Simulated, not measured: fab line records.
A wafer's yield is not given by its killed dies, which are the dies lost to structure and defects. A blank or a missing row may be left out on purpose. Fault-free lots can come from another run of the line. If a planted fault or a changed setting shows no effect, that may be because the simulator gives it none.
fab line records | flow n5Finfet
record lots=8 | wafers=24 | lastDay=19
route steps=1938 shown DUMMY_GATE@237 SD_EPI_N@270 BEOL_M4@1111 PASSIVATION@1936
lots with no fault: from the same line, run without faults
startH: start of the lot's first displayed wafer, in hours after the record's first day | waitH: time in hours since the lot's previous step | " as in the row above | L1.1+2: one row covering several wafers at once | - no value, or no start given | * or withheld: withheld | < > ~ a bound
route shown NAME@n: a module of which the file shows steps, and the number in the route of the first | usual: mean/standard deviation taken from wafers without a fault | same: alike in all rows | chamber/n: place in a boat | sites: each site's reading | _std_site: their standard deviation | _edge_site: the outer-site mean with the inner-site mean subtracted | radiusMm: how far each site lies from the wafer's centre | mask NAME#n: copy n | behind: tool/chamber where the wafer was last shaped | hold: cause of the lot's hold/its duration in hours/its outcome | device: the transistor (n, p or np) that didn't switch | end of line: the tests these same wafers got at the end of their route | a step given without rows: its recipe and nothing more | killed: count of dies lost to structure and defects at first sort (not the wafer's yield) | map: a wafer's dies, marking killed ones x, the rest . and places with no die _
set.NAME: the setting as run; set.NAME@STEP: as run at that earlier step | model.NAME: the simulator's own value behind a step, which no gauge read
route steps across a sampled set of lots; one table per step, one row per wafer
services: a tool's chamber out of use, with start hour (startH, from the record's first day; less than 0 if before it), hours out, and reason
## steps
# step N5_DUMMY_GATE_ETCH_37
# recipe chemistry=N2/H2 | target=SOC | targetDepthA=600 | overetchA=300 | tempC=40 | ionEnergyEv=200 | pressureMtorr=30 | sourceW=840 | biasW=150 | n2FlowSccm=200 | h2FlowSccm=200
# usual biasW=150.0/0.47 | drypumpMotorCurrentA=5.6/0.37 | oesProductAu=0.62/0.06 | rfVppV=524.4/2.5 | showerheadPlenumPTorr=2.57/0.094 | throttleValvePct=18.00/0.27
lot.wafer | tool       | chamber | startH | waitH | biasW | drypumpMotorCurrentA | oesProductAu | rfHoursCounterH | rfVppV | showerheadPlenumPTorr | throttleValvePct
L527.1    | rieDiel-04 | 1       | 48.07  | 0.0   | 150.3 | 5.0                  | 0.62         | 111             | 528.2  | 2.65                  | 17.78
L527.4    | "          | 0       | "      | "     | 149.4 | 5.5                  | 0.61         | 153             | 527.0  | 2.66                  | 17.61
L527.6    | "          | 2       | "      | "     | 150.1 | 5.0                  | 0.56         | -               | 524.6  | 2.61                  | 18.14
L530.1    | rieDiel-02 | 0       | 64.70  | 0.0   | 150.4 | 5.6                  | 0.65         | 70              | 524.3  | 2.59                  | 17.93
L530.2    | "          | 2       | "      | "     | 149.3 | 5.7                  | 0.62         | 120             | 526.8  | 2.67                  | 17.78
L530.4    | "          | 1       | "      | "     | 149.9 | 6.1                  | 0.74         | 10              | 526.1  | 2.60                  | 18.06
L534.3    | rieDiel-05 | 1       | 90.45  | 0.0   | 150.0 | 6.2                  | 0.67         | 56              | 524.5  | 2.60                  | 18.10
L534.4    | "          | 0       | "      | "     | 149.0 | 5.0                  | 0.55         | 223             | 526.5  | 2.64                  | 18.59
L534.6    | "          | 1       | "      | "     | 149.9 | 6.2                  | 0.67         | -               | 524.8  | 2.60                  | 18.11
L540.1    | rieDiel-02 | 1       | 123.17 | 0.0   | 150.5 | 6.0                  | 0.72         | 30              | 525.1  | 2.59                  | 18.08
L540.2    | "          | 0       | "      | "     | 149.9 | 5.6                  | 0.63         | 90              | 525.4  | 2.58                  | 17.98
L540.5    | "          | 0       | "      | "     | 149.5 | 5.6                  | 0.64         | -               | 524.1  | 2.58                  | 17.98
L546.2    | rieDiel-05 | 1       | 162.90 | 0.0   | 150.4 | 6.2                  | 0.65         | 77              | 525.5  | 2.59                  | 18.14
L546.4    | "          | 0       | "      | "     | 150.8 | 4.9                  | 0.54         | 245             | 525.6  | 2.63                  | 18.63
L546.6    | "          | 0       | "      | "     | 150.0 | 5.0                  | 0.53         | -               | 526.2  | 2.63                  | 18.63
L548.1    | rieDiel-02 | 0       | 179.75 | 0.0   | 149.9 | 5.5                  | 0.61         | 107             | 522.8  | 2.58                  | 18.01
L548.3    | "          | 2       | "      | "     | 149.7 | 5.7                  | 0.60         | 155             | 527.1  | 2.65                  | 17.85
L548.6    | "          | 0       | "      | "     | 150.7 | 5.6                  | 0.62         | -               | 525.0  | 2.58                  | 18.00
L550.1    | rieDiel-02 | 0       | 184.45 | 0.0   | 150.4 | 5.6                  | 0.62         | 108             | 524.2  | 2.58                  | 18.03
L550.3    | "          | 1       | "      | "     | 149.8 | 6.0                  | 0.68         | 47              | 524.6  | 2.58                  | 18.12
L550.6    | "          | 3       | "      | "     | 150.4 | 5.7                  | 0.73         | -               | 528.8  | 2.72                  | 17.64
L549.1    | rieDiel-05 | 2       | 185.31 | 0.0   | 150.3 | 5.7                  | 0.60         | 153             | 523.0  | 2.43                  | 18.01
L549.3    | "          | 3       | "      | "     | 150.0 | 5.3                  | 0.59         | 174             | 521.1  | 2.42                  | 17.71
L549.4    | "          | 3       | "      | "     | 150.1 | 5.3                  | 0.59         | -               | 521.5  | 2.42                  | 17.72
# step N5_DUMMY_GATE_STRIP_40
# recipe chemistry=CF4 | resist=SiARC | powerW=300 | biasPowerW=75 | pressureMtorr=50 | cf4FlowSccm=150 | rfFrequencyHz=6e+07
# usual drypumpMotorCurrentA=5.5/0.37 | oesProductAu=0.77/0.075 | rfVppV=271.8/1.6 | showerheadPlenumPTorr=1.82/0.055 | throttleValvePct=13.70/0.18
lot.wafer | tool       | chamber | startH | waitH | drypumpMotorCurrentA | oesProductAu | rfHoursCounterH | rfVppV | showerheadPlenumPTorr | throttleValvePct
L527.1    | rieDiel-04 | 3       | 48.25  | 0.1   | 5.3                  | 0.70         | 190             | 271.4  | 1.78                  | 13.89
L527.4    | "          | 2       | "      | "     | 5.0                  | 0.69         | 231             | 274.1  | 1.84                  | 14.06
L527.6    | "          | 1       | "      | "     | 5.0                  | 0.79         | -               | 272.8  | 1.89                  | 13.62
L530.1    | rieDiel-02 | 1       | 65.13  | 0.3   | 6.0                  | 0.93         | 10              | 273.2  | 1.82                  | 13.61
L530.2    | "          | 3       | "      | "     | 5.7                  | 0.70         | 236             | 268.6  | 1.71                  | 13.92
L530.4    | "          | 0       | "      | "     | 5.6                  | 0.82         | 70              | 271.7  | 1.83                  | 13.62
L534.3    | rieDiel-04 | 0       | 90.84  | 0.3   | 5.4                  | 0.75         | 162             | 272.4  | 1.88                  | 13.48
L534.4    | "          | 1       | "      | "     | 5.0                  | 0.77         | 118             | 271.7  | 1.89                  | 13.63
L534.6    | "          | 3       | "      | "     | 5.4                  | 0.69         | -               | 268.7  | 1.78                  | 13.91
L540.1    | rieDiel-02 | 2       | 123.35 | 0.1   | 5.7                  | 0.75         | 139             | 273.6  | 1.86                  | 13.57
L540.2    | "          | 0       | "      | "     | 5.5                  | 0.79         | 90              | 269.1  | 1.83                  | 13.66
L540.5    | "          | 1       | "      | "     | 6.0                  | 0.89         | -               | 270.9  | 1.82                  | 13.67
L546.2    | rieDiel-04 | 2       | 163.08 | 0.1   | 5.0                  | 0.94         | 3               | 272.2  | 1.84                  | 13.53
L546.4    | "          | 3       | "      | "     | 5.4                  | 0.67         | 222             | 269.9  | 1.77                  | 13.94
L546.6    | "          | 1       | "      | "     | 5.0                  | 0.75         | -               | 273.8  | 1.88                  | 13.70
L548.1    | rieDiel-04 | 3       | 179.93 | 0.1   | 5.4                  | 0.67         | 227             | 269.5  | 1.77                  | 13.99
L548.3    | "          | 0       | "      | "     | 5.4                  | 0.73         | 190             | 273.8  | 1.87                  | 13.54
L548.6    | "          | 3       | "      | "     | 5.4                  | 0.67         | -               | 271.2  | 1.77                  | 13.97
L550.1    | rieDiel-02 | 2       | 184.63 | 0.1   | 5.7                  | 0.74         | 156             | 272.0  | 1.86                  | 13.61
L550.3    | "          | 3       | "      | "     | 5.7                  | 0.90         | 16              | 272.7  | 1.91                  | 13.41
L550.6    | "          | 0       | "      | "     | 5.6                  | 0.77         | -               | 272.7  | 1.82                  | 13.71
L549.1    | rieDiel-02 | 1       | 185.48 | 0.1   | 6.1                  | 0.85         | 47              | 271.9  | 1.81                  | 13.71
L549.3    | "          | 0       | "      | "     | 5.5                  | 0.78         | 109             | 269.6  | 1.82                  | 13.70
L549.4    | "          | 2       | "      | "     | 5.7                  | 0.75         | 156             | 271.2  | 1.86                  | 13.63
# step N5_DUMMY_GATE_HM_OPEN_21
# recipe chemistry=CH3F/O2 | target=SiNx | targetDepthA=1200 | Ar_flow_sccm=150 | CH3F_flow_sccm=30 | O2_flow_sccm=23 | timeS=171.4 | pressureMtorr=30 | sourceW=395 | biasW=73 | ionEnergyEv=120.7
# usual O2_flow_sccm=23.00/0.068 | biasW=72.99/0.17 | drypumpMotorCurrentA=5.6/0.35 | oesProductAu=0.79/0.08 | rfVppV=301/7.2 | showerheadPlenumPTorr=2.05/0.067 | throttleValvePct=16.59/0.18
lot.wafer | tool       | chamber | startH | waitH | O2_flow_sccm | biasW | drypumpMotorCurrentA | oesProductAu | rfHoursCounterH | rfVppV | showerheadPlenumPTorr | throttleValvePct
L527.1    | rieDiel-05 | 2       | 48.52  | 0.0   | 22.96        | 73.12 | 5.7                  | 0.78         | 111             | 285    | 1.93                  | 16.53
L527.4    | "          | 3       | "      | "     | 22.93        | 73.04 | 5.4                  | 0.78         | 131             | 301    | 1.96                  | 16.49
L527.6    | "          | 3       | "      | "     | 22.99        | 73.07 | 5.4                  | 0.79         | -               | 301    | 1.96                  | 16.50
L530.1    | rieDiel-05 | 1       | 65.32  | 0.0   | 22.90        | 73.21 | 6.1                  | 0.85         | 47              | 302    | 2.05                  | 16.43
L530.2    | "          | 2       | "      | "     | 22.83        | 73.09 | 5.7                  | 0.78         | 117             | 288    | 1.93                  | 16.54
L530.4    | "          | 0       | "      | "     | 22.93        | 73.16 | 5.0                  | 0.69         | 216             | 308    | 2.09                  | 16.99
L534.3    | rieDiel-04 | 1       | 91.03  | 0.0   | 22.88        | 72.76 | 5.0                  | 0.77         | 118             | 305    | 2.11                  | 16.49
L534.4    | "          | 0       | "      | "     | 23.00        | 73.01 | 5.5                  | 0.77         | 162             | 311    | 2.11                  | 16.29
L534.6    | "          | 3       | "      | "     | 22.96        | 72.97 | 5.4                  | 0.69         | -               | 305    | 1.99                  | 16.70
L540.1    | rieDiel-02 | 2       | 123.53 | 0.0   | 22.84        | 73.14 | 5.7                  | 0.77         | 139             | 312    | 2.11                  | 16.46
L540.2    | "          | 0       | "      | "     | 23.03        | 73.11 | 5.6                  | 0.80         | 90              | 296    | 2.06                  | 16.58
L540.5    | "          | 2       | "      | "     | 22.97        | 73.09 | 5.7                  | 0.77         | -               | 314    | 2.11                  | 16.46
L546.2    | rieDiel-02 | 3       | 163.26 | 0.0   | 23.04        | 72.67 | 5.7                  | 0.94         | 10              | 296    | 2.17                  | 16.39
L546.4    | "          | 0       | "      | "     | 23.04        | 73.12 | 5.6                  | 0.79         | 103             | 296    | 2.05                  | 16.61
L546.6    | "          | 3       | "      | "     | 23.04        | 72.79 | 5.7                  | 0.95         | -               | 296    | 2.17                  | 16.39
L548.1    | rieDiel-05 | 2       | 180.12 | 0.0   | 23.13        | 72.94 | 5.7                  | 0.75         | 151             | 286    | 1.92                  | 16.60
L548.3    | "          | 3       | "      | "     | 23.10        | 72.78 | 5.4                  | 0.75         | 171             | 300    | 1.95                  | 16.57
L548.6    | "          | 0       | "      | "     | 22.99        | 72.82 | 5.0                  | 0.66         | -               | 306    | 2.08                  | 17.07
L550.1    | rieDiel-05 | 1       | 184.82 | 0.0   | 22.97        | 72.78 | 6.2                  | 0.82         | 84              | 301    | 2.04                  | 16.50
L550.3    | "          | 2       | "      | "     | 22.98        | 73.07 | 5.7                  | 0.74         | 153             | 286    | 1.92                  | 16.58
L550.6    | "          | 1       | "      | "     | 22.98        | 73.16 | 6.2                  | 0.82         | -               | 302    | 2.04                  | 16.50
L549.1    | rieDiel-05 | 3       | 185.67 | 0.0   | 22.91        | 73.49 | 5.4                  | 0.75         | 174             | 300    | 1.95                  | 16.58
L549.3    | "          | 1       | "      | "     | 23.06        | 72.86 | 6.2                  | 0.81         | 84              | 302    | 2.04                  | 16.50
L549.4    | "          | 3       | "      | "     | 22.91        | 73.41 | 5.3                  | 0.74         | -               | 301    | 1.95                  | 16.56
# step N5_DUMMY_GATE_INSPECT_27
# recipe inspectInstrument=brightfield | mode=aei
# usual rawDefectCount=316/87
lot.wafer | tool             | chamber | startH | waitH | rawDefectCount
L527.1    | defectInspect-01 | -       | 49.17  | 0.0   | 324
L527.4    | "                | -       | "      | "     | 481
L527.6    | "                | -       | "      | "     | 420
L530.1    | defectInspect-02 | -       | 65.97  | 0.0   | 317
L530.2    | "                | -       | "      | "     | 382
L530.4    | "                | -       | "      | "     | 421
L534.3    | defectInspect-02 | -       | 91.69  | 0.0   | 273
L534.4    | "                | -       | "      | "     | 339
L534.6    | "                | -       | "      | "     | 407
L540.1    | defectInspect-02 | -       | 124.18 | 0.0   | 1419
L540.2    | "                | -       | "      | "     | 289
L540.5    | "                | -       | "      | "     | 255
L546.2    | defectInspect-01 | -       | 163.90 | 0.0   | 251
L546.4    | "                | -       | "      | "     | 375
L546.6    | "                | -       | "      | "     | 341
L548.1    | defectInspect-02 | -       | 180.79 | 0.0   | 269
L548.3    | "                | -       | "      | "     | 301
L548.6    | "                | -       | "      | "     | 332
L550.1    | defectInspect-02 | -       | 185.47 | 0.0   | 235
L550.3    | "                | -       | "      | "     | 399
L550.6    | "                | -       | "      | "     | 213
L549.1    | defectInspect-02 | -       | 186.31 | 0.0   | 283
L549.3    | "                | -       | "      | "     | 254
L549.4    | "                | -       | "      | "     | 238
# step N5_SD_EPI_N_CD_MEAS_09
# recipe targetCdNm=120 | landingEnergyEv=500 | detector=seInlens
# usual cdNm=120.1/0.63
lot.wafer | tool     | chamber | startH | waitH | cdNm
L527.1    | cdSem-02 | 0       | 50.05  | -     | 119.9
L527.4    | "        | 0       | "      | "     | 120.2
L527.6    | "        | 0       | "      | "     | 119.1
L530.1    | cdSem-01 | 0       | 66.97  | -     | 120.2
L530.2    | "        | 0       | "      | "     | 119.5
L530.4    | "        | 0       | "      | "     | 120.0
L534.3    | cdSem-01 | 0       | 92.87  | -     | 119.5
L534.4    | "        | 0       | "      | "     | 120.1
L534.6    | "        | 0       | "      | "     | 119.9
L540.1    | cdSem-02 | 0       | 126.21 | -     | 119.8
L540.2    | "        | 0       | "      | "     | 118.9
L540.5    | "        | 0       | "      | "     | 119.6
L546.2    | cdSem-02 | 0       | 166.76 | -     | 119.6
L546.4    | "        | 0       | "      | "     | 119.1
L546.6    | "        | 0       | "      | "     | 118.8
L548.1    | cdSem-03 | 0       | 182.84 | -     | 119.8
L548.3    | "        | 0       | "      | "     | 118.8
L548.6    | "        | 0       | "      | "     | 121.1
L550.1    | cdSem-03 | 0       | 187.50 | -     | 120.2
L550.3    | "        | 0       | "      | "     | 120.9
L550.6    | "        | 0       | "      | "     | 120.2
L549.1    | cdSem-02 | 0       | 188.40 | -     | 120.1
L549.3    | "        | 0       | "      | "     | 118.8
L549.4    | "        | 0       | "      | "     | 120.3
# step N5_SD_EPI_N_INSPECT_11
# recipe mode=adi | inspectInstrument=macro
# usual rawDefectCount=2.3/1.6
lot.wafer | tool             | chamber | startH | waitH | rawDefectCount
L527.1    | defectInspect-02 | -       | 50.10  | 0.0   | 3
L527.4    | "                | -       | "      | "     | 5
L527.6    | "                | -       | "      | "     | 2
L530.1    | defectInspect-02 | -       | 67.02  | 0.0   | 0
L530.2    | "                | -       | "      | "     | 1
L530.4    | "                | -       | "      | "     | 7
L534.3    | defectInspect-01 | -       | 92.92  | 0.0   | 2
L534.4    | "                | -       | "      | "     | 2
L534.6    | "                | -       | "      | "     | 4
L540.1    | defectInspect-02 | -       | 126.26 | 0.0   | >300
L540.2    | "                | -       | "      | "     | 1
L540.5    | "                | -       | "      | "     | 5
L546.2    | defectInspect-02 | -       | 166.81 | 0.0   | 4
L546.4    | "                | -       | "      | "     | 4
L546.6    | "                | -       | "      | "     | 1
L548.1    | defectInspect-02 | -       | 182.89 | 0.0   | 2
L548.3    | "                | -       | "      | "     | 0
L548.6    | "                | -       | "      | "     | 2
L550.1    | defectInspect-01 | -       | 187.56 | 0.0   | 1
L550.3    | "                | -       | "      | "     | 3
L550.6    | "                | -       | "      | "     | 1
L549.1    | defectInspect-02 | -       | 188.45 | 0.0   | 3
L549.3    | "                | -       | "      | "     | 1
L549.4    | "                | -       | "      | "     | 2
# step N5_BEOL_M4_RC_MEAS_101
# usual DIBL_N=36.1/1.6 | DIBL_P=35.7/1.8 | IOFF_N=0.159/0.027 | IOFF_P=0.21/0.03 | ION_N=673/10 | ION_P=462/7.4 | SS_N=71.4/0.56 | SS_P=73.2/0.61 | VT_N=249.7/3 | VT_P=-250/3.1
lot.wafer | tool      | chamber | startH | waitH | DIBL_N[mV/V] | DIBL_P[mV/V] | IOFF_N[nA/um] | IOFF_P[nA/um] | ION_N[uA/um] | ION_P[uA/um] | SS_N[mV/dec] | SS_P[mV/dec] | VT_N[mV] | VT_P[mV]
L527.1    | prober-01 | 0       | 166.24 | 0.0   | 33.2         | 33.2         | 0.118         | 0.19          | 664          | 460          | 70.7         | 72.6         | 253.6    | -248
L527.4    | "         | 0       | "      | "     | 34.0         | 35.0         | 0.134         | 0.22          | 661          | 466          | 71.5         | 73.1         | 251.4    | -249
L527.6    | "         | 0       | "      | "     | 32.9         | 32.9         | 0.122         | 0.19          | 661          | 459          | 71.3         | 72.2         | 250.9    | -250
L530.1    | prober-02 | 0       | 183.10 | 0.0   | 33.5         | 30.8         | 0.133         | 0.20          | 683          | 480          | 70.9         | 72.1         | 249.5    | -248
L530.2    | "         | 0       | "      | "     | 35.2         | 33.0         | 0.156         | 0.23          | 686          | 476          | 70.7         | 72.6         | 249.5    | -246
L530.4    | "         | 0       | "      | "     | 37.1         | 34.6         | 0.187         | 0.26          | 677          | 471          | 72.3         | 73.4         | 245.7    | -244
L534.3    | prober-01 | 0       | 199.57 | 0.6   | 38.1         | 35.7         | 0.166         | 0.20          | 666          | 453          | 71.7         | 73.3         | 248.8    | -252
L534.4    | "         | 0       | "      | "     | 35.9         | 33.7         | 0.131         | 0.18          | 671          | 460          | 71.0         | 72.3         | 252.3    | -249
L534.6    | "         | 0       | "      | "     | 37.8         | 36.1         | 0.174         | 0.21          | 684          | 466          | 72.0         | 73.2         | 247.9    | -250
L540.1    | prober-02 | 0       | 244.78 | 0.0   | 36.8         | 38.0         | 0.164         | 0.26          | 664          | 462          | 71.3         | 73.9         | 248.3    | -246
L540.2    | "         | 0       | "      | "     | 35.7         | 36.2         | 0.139         | 0.22          | 675          | 471          | 71.6         | 72.9         | 252.3    | -250
L540.5    | "         | 0       | "      | "     | 36.5         | 37.4         | 0.158         | 0.25          | 678          | 469          | 70.7         | 74.2         | 249.6    | -245
L546.2    | prober-02 | 0       | 282.93 | 0.2   | 37.5         | 34.8         | 0.156         | 0.19          | 660          | 450          | 71.6         | 73.1         | 251.8    | -251
L546.4    | "         | 0       | "      | "     | 34.7         | 31.6         | 0.118         | 0.15          | 643          | 447          | 71.4         | 72.4         | 254.1    | -255
L546.6    | "         | 0       | "      | "     | 36.6         | 34.2         | 0.154         | 0.19          | 677          | 460          | 70.9         | 73.1         | 250.6    | -256
L548.1    | prober-01 | 0       | 309.25 | 0.0   | 37.1         | 36.8         | 0.195         | 0.23          | 678          | 461          | 71.9         | 72.9         | 247.2    | -250
L548.3    | "         | 0       | "      | "     | 35.3         | 34.9         | 0.147         | 0.19          | 672          | 457          | 71.5         | 72.3         | 251.9    | -253
L548.6    | "         | 0       | "      | "     | 36.2         | 36.0         | 0.178         | 0.22          | 677          | 463          | 72.2         | 72.4         | 249.4    | -250
L550.1    | prober-02 | 0       | 328.91 | 0.0   | 34.9         | 33.0         | 0.124         | 0.19          | 667          | 465          | 70.6         | 72.9         | 250.1    | -249
L550.3    | "         | 0       | "      | "     | 40.0         | 39.2         | 0.210         | 0.30          | 684          | 473          | 71.4         | 75.1         | 246.3    | -246
L550.6    | "         | 0       | "      | "     | 37.2         | 35.1         | 0.147         | 0.23          | 675          | 478          | 70.6         | 73.6         | 249.8    | -248
L549.1    | prober-01 | 0       | 341.71 | 0.0   | 35.2         | 34.8         | 0.156         | 0.22          | 662          | 460          | 71.1         | 73.1         | 247.2    | -244
L549.3    | "         | 0       | "      | "     | 34.7         | 33.7         | 0.139         | 0.20          | 670          | 468          | 70.9         | 72.1         | 251.6    | -245
L549.4    | "         | 0       | "      | "     | 36.7         | 36.9         | 0.201         | 0.26          | 694          | 482          | 71.0         | 73.1         | 243.3    | -242
# step N5_PASSIVATION_PROBE_49
# usual defectLimitedYield=91.0/1.3 | killed_at_M0_to_M3=33/10 | killed_at_M4_up=14/5.6 | killedAtContacts=12/5.8 | killedAtFrontEnd=43/11 | killedAtOther=4.1/2.8 | killedDies=106/15 | killedOnRim=14/3.9 | killedOpen=70/12 | killedShort=34/7.5 | sort_bin_5_function=5.3/0.88 | sort_bin_6_memory=3.3/0.64 | sortNPass=1074/15 | sortYieldPct=91.0/1.3
# same grossDies=1180 | killedAtBackSide=0 | sort_bin_4_leakage[%]=0 | sort_bin_8_speed[%]=0
lot.wafer | tool      | chamber | startH | waitH | defectLimitedYield[%] | killed_at_M0_to_M3 | killed_at_M4_up | killedAtContacts | killedAtFrontEnd | killedAtOther | killedDies | killedOnRim | killedOpen | killedShort | sort_bin_5_function[%] | sort_bin_6_memory[%] | sortNPass | sortYieldPct[%]
L540.1    | prober-02 | -       | 357.25 | 0.0   | 86.1                  | 28                 | 17              | 4                | 113              | 2             | 164        | 37          | 54         | 25          | 8.0                    | 3.1                  | 1016      | 86.1
L540.2    | prober-02 | -       | 357.30 | 0.1   | 90.7                  | 43                 | 18              | 5                | 41               | 3             | 110        | 21          | 73         | 34          | 5.3                    | 3.8                  | 1070      | 90.7
L540.5    | prober-02 | -       | 357.45 | 0.2   | 91.9                  | 35                 | 16              | 7                | 33               | 5             | 96         | 10          | 59         | 37          | 5.5                    | 2.2                  | 1084      | 91.9
# killed by level:class
L540.1 DUMMY_GATE:unspecified=79 BEOL_M4:geometricParticle:open=11 BEOL_M0_SAQP:geometricParticle:short=8 STI_FIN_REVEAL:geometricParticle:open=7 BEOL_M2:geometricParticle:open=5 FIN_SAQP:geometricParticle:short=4 MOL_CONTACT_COAG:geometricParticle:open=4 BEOL_M0_SAQP:geometricParticle:open=4
L540.2 BEOL_M4:geometricParticle:open=12 BEOL_M3:geometricParticle:open=11 STI_FIN_REVEAL:geometricParticle:open=10 FIN_SAQP:geometricParticle:short=9 BEOL_M0_SAQP:geometricParticle:short=7 BEOL_M0_SAQP:geometricParticle:open=7 BEOL_M1:geometricParticle:open=7 MOL_CONTACT_COAG:geometricParticle:open=5
L540.5 BEOL_M4:geometricParticle:open=12 BEOL_M0_SAQP:geometricParticle:short=11 STI_FIN_REVEAL:geometricParticle:open=10 BEOL_M0_SAQP:geometricParticle:open=10 MOL_CONTACT_COAG:geometricParticle:open=5 STI_FIN_REVEAL:geometricParticle:short=4 BEOL_M2:geometricParticle:open=4 STARTING-WAFER:geometricParticle:short=4
## services
tool       | chamber | startH | hours | kind
rieDiel-02 | 1       | 24.86  | -     | clean
rieDiel-02 | 1       | 24.86  | -     | consumableReplace:focusRing
rieDiel-02 | 1       | 24.86  | 16.6  | scheduledDown
rieDiel-02 | 1       | 24.86  | 16.6  | ventCycle
rieDiel-02 | 0       | 28.01  | 4.1   | repair
rieDiel-04 | -       | 38.56  | 2.8   | pm
rieDiel-02 | 3       | 50.39  | 12.1  | repair
rieDiel-04 | -       | 54.55  | 14.6  | pm
rieDiel-02 | 3       | 66.11  | 4.3   | repair
rieDiel-05 | 0       | 66.63  | 1.9   | repair
rieDiel-04 | -       | 95.90  | 0.4   | repair
rieDiel-02 | 3       | 117.94 | -     | clean
rieDiel-02 | 3       | 117.94 | -     | consumableReplace:focusRing
rieDiel-02 | 3       | 117.94 | -     | consumableReplace:showerhead
rieDiel-02 | 3       | 117.94 | 14.9  | scheduledDown
rieDiel-02 | 3       | 117.94 | 14.9  | ventCycle
rieDiel-05 | 2       | 128.71 | 1.6   | repair
rieDiel-04 | 2       | 130.35 | -     | clean
rieDiel-05 | -       | 139.60 | 0.4   | repair
rieDiel-02 | -       | 180.09 | 1.3   | repair
rieDiel-05 | 0       | 181.45 | -     | clean
rieDiel-05 | 0       | 181.45 | -     | consumableReplace:focusRing
rieDiel-05 | 0       | 181.45 | 24.0  | scheduledDown
rieDiel-05 | 0       | 181.45 | 24.0  | ventCycle
## key
firstSign step=N5_DUMMY_GATE_INSPECT_27 | reading=rawDefectCount | direction=up | sigmas=13 | usual=316 | struck=1419
effect step=N5_SD_EPI_N_INSPECT_11 | reading=rawDefectCount | direction=up | sigmas=99+ | usual=2.3 | struck=>300
effect step=N5_PASSIVATION_PROBE_49 | reading=killedAtFrontEnd | direction=up | sigmas=6.5 | usual=43 | struck=113
moreKillsBornAt N5_DUMMY_GATE_STRIP_40@rieDiel-02=79
metAt N5_DUMMY_GATE_STRIP_40
struckLots L540
struckWafers L540.1
notActingAt N5_DUMMY_GATE_ETCH_37,N5_DUMMY_GATE_HM_OPEN_21,N5_SD_EPI_N_CD_MEAS_09
fault kind=chamberParticleSource | tool=rieDiel-02 | chamber=2 | onsetH=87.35 | steps=N5_DUMMY_GATE_STRIP_40 | ratePerVisitCm2=1.8468 | endH=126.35
